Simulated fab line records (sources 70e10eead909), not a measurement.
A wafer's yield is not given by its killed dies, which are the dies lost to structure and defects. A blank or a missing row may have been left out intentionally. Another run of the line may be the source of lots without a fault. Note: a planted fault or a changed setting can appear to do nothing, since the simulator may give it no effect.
Commonality check across tools -- flow nand-harc -- Sampled: 2 lots, 6 wafers

== WHAT PROMPTED THE OPENING ==
At NHARC_END_SORT_01 the reading killed-at-array is flagged on 2 of 2 lots. Fault-free wafers read 57, with a standard deviation of 19.
Rule: a lot is flagged when every wafer of it that has a number lies more than 4 standard deviations from that mean, or none has a number. The rest of the lots are taken to be sound.

lot,measured,on,"killed-at-array, wafer by wafer",flag
L541,day 27 12:02,prober-02,669 672 672,FLAGGED
L542,day 28 11:38,prober-02,677 672 675,FLAGGED
On average the flagged lots' numbers are 673, which is +616 against the usual, or +32 standard deviations.

== WHICH TOOL EACH LOT WENT THROUGH ==
4 process steps preceding the reading are held in the record, out of 1302 steps in the route. Every cell lists first the tool, next ch and the chambers used by the sampled wafers, and last the start.
lot,flag,NHARC_A_STAIRCASE_TRIM_24,NHARC_A_STAIRCASE_ETCH_25,NHARC_A_STAIRCASE_ETCH_188,NHARC_A_STAIRCASE_ETCH_194
L541,FLAGGED,"rie-diel-08 ch 0,3, day 19 00:28 or earlier","rie-diel-08 ch 0,1,2, day 19 00:28 or earlier","rie-diel-07 ch 0,1,2, day 19 00:28","rie-diel-07 ch 0,2, day 27 12:02 or earlier"
L542,FLAGGED,"rie-diel-04 ch 0,1, day 20 02:46 or earlier","rie-diel-04 ch 1,2,3, day 20 02:46 or earlier","rie-diel-07 ch 0,1,2, day 20 02:46","rie-diel-07 ch 0,1,3, day 28 11:38 or earlier"
What these steps do:
- NHARC_A_STAIRCASE_TRIM_24: chemistry O2, time 211.2 s.
- NHARC_A_STAIRCASE_ETCH_25: etches the open film in C4F8/O2, target depth 100 nm, time 40.5 s.
- NHARC_A_STAIRCASE_ETCH_188: etches the open film in C4F8/O2, target depth 100 nm, time 40.5 s.
- NHARC_A_STAIRCASE_ETCH_194: etches the open film in C4F8/O2, target depth 100 nm, time 40.5 s.
- NHARC_END_SORT_01

== FLAGGED AGAINST TOTAL, ONE TOOL AT A TIME (gauges that did the reading follow at the end) ==
step,tool,lots run,flagged,share of the flagged lots,sound lots run after its first flagged lot
NHARC_A_STAIRCASE_TRIM_24,rie-diel-04,1,1,some,0
NHARC_A_STAIRCASE_TRIM_24,rie-diel-08,1,1,some,0
NHARC_A_STAIRCASE_ETCH_25,rie-diel-04,1,1,some,0
NHARC_A_STAIRCASE_ETCH_25,rie-diel-08,1,1,some,0
NHARC_A_STAIRCASE_ETCH_188,rie-diel-07,2,2,all,0
NHARC_A_STAIRCASE_ETCH_194,rie-diel-07,2,2,all,0
NHARC_END_SORT_01,prober-02,2,2,all,0
Because NHARC_A_STAIRCASE_TRIM_24 lacks a start for some lots, the hours and order of its lots are taken from NHARC_A_STAIRCASE_ETCH_188. Because NHARC_A_STAIRCASE_ETCH_25 lacks a start for some lots, the hours and order of its lots are taken from NHARC_A_STAIRCASE_ETCH_188. Because NHARC_A_STAIRCASE_ETCH_194 lacks a start for some lots, the hours and order of its lots are taken from NHARC_END_SORT_01.

== WHAT THE TABLE PERMITS ==
3 rows of the table ran every flagged lot: rie-diel-07 at NHARC_A_STAIRCASE_ETCH_188, rie-diel-07 at NHARC_A_STAIRCASE_ETCH_194, prober-02 at NHARC_END_SORT_01.
- rie-diel-07 at NHARC_A_STAIRCASE_ETCH_188: 2 of its 2 lots flagged. Because this sample shows no sound lot run on it before its first flagged lot, the start cannot be pinned down more closely. Its own readings (oes-product-au, rf-fwd-power-W) fall more than 4 standard deviations out on all wafers of the flagged lots.
- rie-diel-07 at NHARC_A_STAIRCASE_ETCH_194: 2 of its 2 lots flagged. Because this sample shows no sound lot run on it before its first flagged lot, the start cannot be pinned down more closely.
- prober-02 at NHARC_END_SORT_01: 2 of its 2 lots flagged. Because this sample shows no sound lot run on it before its first flagged lot, the start cannot be pinned down more closely.
Because each of these 2 tools fits a fault that began at some hour, counting lots does not separate them. More lots, or a look at what each step does to the wafer, might.

== WHAT THE SIMULATOR PUT IN ==
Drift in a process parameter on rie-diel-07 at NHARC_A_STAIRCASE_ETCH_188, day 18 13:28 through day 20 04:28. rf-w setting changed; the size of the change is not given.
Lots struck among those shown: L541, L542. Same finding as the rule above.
